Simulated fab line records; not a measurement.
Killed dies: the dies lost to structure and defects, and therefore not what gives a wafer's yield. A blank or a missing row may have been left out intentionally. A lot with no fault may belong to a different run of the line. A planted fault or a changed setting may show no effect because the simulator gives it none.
Chamber matching ; flow n5Finfet ; N5_BEOL_M13_STRIP_71 on wetBench-06: 7 sister chambers
The step strips in post etch residue remover, time 60 s. 14 wafers are shown with their chamber, then 5 later ones without.

WAFERS PAIRED WITH THEIR CHAMBERS
wafer;chamber;runLengthS (s);tempC (C)
L931.3;6;67.4;25.05
L931.4;1;65.4;24.87
L931.6;3;66.6;24.96
L933.3;3;66.8;25.31
L933.4;6;68.3;24.94
L933.5;0;66.3;25.04
L935.2;4;66.6;25.16
L935.3;6;67.7;24.95
L935.5;5;67.8;25.00
L936.2;1;65.5;25.12
L936.3;6;66.8;24.93
L936.6;0;65.5;25.01
L937.1;1;65.5;24.94
L937.4;7;66.2;25.15

SIGNATURES (averages over the wafers above)
reading;chamber 0;chamber 1;chamber 3;chamber 4;chamber 5;chamber 6;chamber 7;scatter within a chamber
runLengthS;65.900;65.467;66.700;66.600;67.800;67.550;66.200;0.465
tempC;25.0250;24.9767;25.1350;25.1600;25.0000;24.9675;25.1500;0.122
Rule: for a wafer and a chamber, the distance is found by dividing, reading by reading, the gap between the wafer's reading and the chamber's mean by the reading's scatter, squaring, summing and taking the root. The wafer belongs to the nearest chamber; if the next one is less than 2 further off, it can't be placed. The scatter is the square root of a quotient: the sum, over the shown wafers, of each reading's squared deviation from its chamber's mean, divided by wafers minus chambers.

WAFERS WHOSE CHAMBER IS MISSING
wafer;runLengthS (s);tempC (C)
L937.5;64.8;25.00
L940.4;72.2;25.05
L940.5;72.5;24.90
L946.3;67.3;25.12
L946.5;68.1;24.97

THE CHAMBER EACH PASSED THROUGH
wafer;from the rows above;in truth
L937.5;can't be placed: 1 or 0 or 7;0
L940.4;can't be placed: 5 or 6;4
L940.5;can't be placed: 5 or 6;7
L946.3;can't be placed: 3 or 6 or 5 or 4 or 7 or 0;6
L946.5;can't be placed: 5 or 6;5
Correctly placed: 0 of 5. Not placeable from these rows: 5 (in 3, the candidates include the true chamber). 0 placed wrongly.
